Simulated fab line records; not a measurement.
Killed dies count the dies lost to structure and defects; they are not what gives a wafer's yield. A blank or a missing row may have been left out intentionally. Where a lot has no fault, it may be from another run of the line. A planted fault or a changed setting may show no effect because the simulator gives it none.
Code-filled problem report in 8D (eight disciplines) form | flow n5_finfet | the parts of the form that need people (team, actions taken, sign-off) are left out

1. THE ISSUE
At N5_PASSIVATION_PROBE_49, killed_at_front_end averages 161 over 2 wafers from 2 lots, while fault-free wafers read 39, standard deviation 12. Relative to the usual mean, that is a shift of +10 standard deviations.
First seen on wafer L430.1, day 19 06:02, on prober-02. The record has a number at this step for 6 wafers belonging to 2 lots. By rule, "out" or "out of limits" means more than 4 standard deviations away from the usual mean. The other wafers with a number count as sound.

2. WHAT IT IS; WHAT IT IS NOT
question                    | is                                                                                                       | is not
which readings at this step | killed_at_front_end, defect_limited_yield, killed_dies, sort_bin_5_function, sort_n_pass, sort_yield_pct | killed_at_M0_to_M3, killed_at_M4_up, killed_at_contacts, killed_at_other, killed_open, killed_short, sort_bin_6_memory
which lots                  | L430, L432                                                                                               | -
which wafers of those lots  | L430.1, L432.5                                                                                           | L430.2, L430.5, L432.1, L432.4
read on which tools         | prober-02                                                                                                | -
when                        | from day 19 06:02                                                                                        | up to then (0 sound wafers); but 4 sound wafers of L430, L432 came after

3. WHAT RULES OUT EACH SUSPECT
Counting: a tool at a process step up to the reading stays a suspect if it ran every lot that is out. Sound lots after the first of them don't rule it out here, since some wafers of a struck lot are sound.
- rie_diel-01 at N5_HKMG_FIN_ETCH_35 (etches SOC in N2/H2, target depth 215.8 nm, time 243.4 s): kept. It ran every lot that is out, first L430 (day 9 07:13).
- pecvd-03 at N5_PASSIVATION_PECVD_01 (deposits SiNx from SiH4/NH3/N2, target thk 200 nm, time 43.2 s): kept. It ran every lot that is out, first L430 (day 18 18:34).
- rie_diel-04 at N5_PASSIVATION_ETCH_54 (etches SiO2 in CHF3/O2, target depth 880 nm, time 440 s): kept. It ran every lot that is out, first L430 (day 19 01:18).
- prober-02 at N5_PASSIVATION_PROBE_49: kept. It ran every lot that is out, first L430 (day 19 06:02). On those wafers its own readings are out: defect_limited_yield, killed_at_front_end, killed_dies, sort_bin_5_function, sort_n_pass, sort_yield_pct.
- In rie_diel-01 at N5_HKMG_FIN_ETCH_35, the wafers that are out were processed in chamber 1 and their sound lot-mates in chambers 0, 2, 3.
Left after counting: rie_diel-01 at N5_HKMG_FIN_ETCH_35, pecvd-03 at N5_PASSIVATION_PECVD_01, rie_diel-04 at N5_PASSIVATION_ETCH_54, prober-02 at N5_PASSIVATION_PROBE_49.

4. THE CAUSE (what the simulator had put in)
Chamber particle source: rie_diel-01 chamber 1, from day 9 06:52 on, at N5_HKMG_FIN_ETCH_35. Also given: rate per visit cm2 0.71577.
After counting, 4 suspects remain, this tool included.

5. SEQUENCE OF EFFECTS, ordered by route
Rows list readings where the struck wafers' mean (over those with a number) sits beyond 3 standard deviations from the usual. Readings are gone through only where the record gives a usual standard deviation; hours: the median, over the lots, of the time from a lot's start at the first step in this table giving one to that lot's start at this step; sigmas: the change measured in usual standard deviations.
hours | step                    | reading              | usual  | on struck wafers | change | sigmas
0     | N5_PASSIVATION_PROBE_49 | defect_limited_yield | 91.2 % | 82.4             | -8.8   | -6.7
0     | N5_PASSIVATION_PROBE_49 | killed_at_front_end  | 39     | 161              | +122   | +10
0     | N5_PASSIVATION_PROBE_49 | killed_dies          | 104    | 207              | +103   | +6.9
0     | N5_PASSIVATION_PROBE_49 | sort_bin_5_function  | 5.2 %  | 11.2             | +6.0   | +6.9
0     | N5_PASSIVATION_PROBE_49 | sort_n_pass          | 1076   | 973              | -103   | -6.9
0     | N5_PASSIVATION_PROBE_49 | sort_yield_pct       | 91.2 % | 82.4             | -8.8   | -6.7
Here are the process steps it includes:
- N5_PASSIVATION_PROBE_49

6. WHAT WOULD HAVE CAUGHT IT SOONER
In this record no reading fell out of limits until day 19 06:02, 239 hours after the fault had begun at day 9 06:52.
No tool reading at N5_HKMG_FIN_ETCH_35 that has a usual standard deviation in the record was out on any struck wafer, so an alarm limit of 4 standard deviations on those readings would not have fired.
By day 19 06:02 the whole set of lots that are out, 2 in number, had already begun N5_HKMG_FIN_ETCH_35 on rie_diel-01. A hold on the tool at that time would have spared none of them.
